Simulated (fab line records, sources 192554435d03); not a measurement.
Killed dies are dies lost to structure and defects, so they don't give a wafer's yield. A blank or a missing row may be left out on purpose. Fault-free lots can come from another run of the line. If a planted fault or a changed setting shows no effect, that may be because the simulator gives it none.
Matching of chambers + flow n5-finfet + 4 sister chambers for N5_BEOL_M0_STRIP_140 on rie-diel-05
The step strips in CF4. 4 wafers are shown with their chamber, then 10 later ones without.

== WAFERS PAIRED WITH THEIR CHAMBERS ==
| wafer  | chamber | drypump-motor-current-A (A) |
|--------|---------|-----------------------------|
| L087.5 | 2       | 5.2                         |
| L089.6 | 1       | 5.8                         |
| L090.1 | 3       | 5.7                         |
| L090.4 | 0       | 5.5                         |

== WAFERS WITHOUT THEIR CHAMBER ==
| wafer  | drypump-motor-current-A (A) |
|--------|-----------------------------|
| L090.6 | 5.2                         |
| L092.1 | 5.8                         |
| L092.2 | 5.2                         |
| L092.4 | 5.5                         |
| L096.1 | 5.2                         |
| L096.5 | 5.5                         |
| L096.6 | 5.6                         |
| L097.1 | 5.8                         |
| L097.2 | 5.2                         |
| L097.6 | 5.2                         |

== THE CHAMBER EACH PASSED THROUGH ==
| wafer  | from the rows above     | in truth |
|--------|-------------------------|----------|
| L090.6 | 2                       | 2        |
| L092.1 | 1                       | 1        |
| L092.2 | 2                       | 2        |
| L092.4 | 0                       | 0        |
| L096.1 | 2                       | 2        |
| L096.5 | 0                       | 0        |
| L096.6 | can't be placed: 0 or 3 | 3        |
| L097.1 | 1                       | 1        |
| L097.2 | 2                       | 2        |
| L097.6 | 2                       | 2        |
Placed correctly: 9 of 10. Not placeable from these rows: 1 (in 1, the candidates include the true chamber). 0 placed wrongly.
How it was worked out, from the rows above alone: a wafer's distance from a chamber is the root of the sum, over the readings, of the square of ((its reading less the chamber's mean) divided by the reading's scatter). The wafer belongs to the nearest chamber; if the next one is less than 2 further off, it can't be placed. The mean given for a chamber averages the wafers shown for that chamber. The scatter (one wafer shown for each chamber): square how far every hidden wafer sits from the nearest shown wafer, average those squares and take the square root.
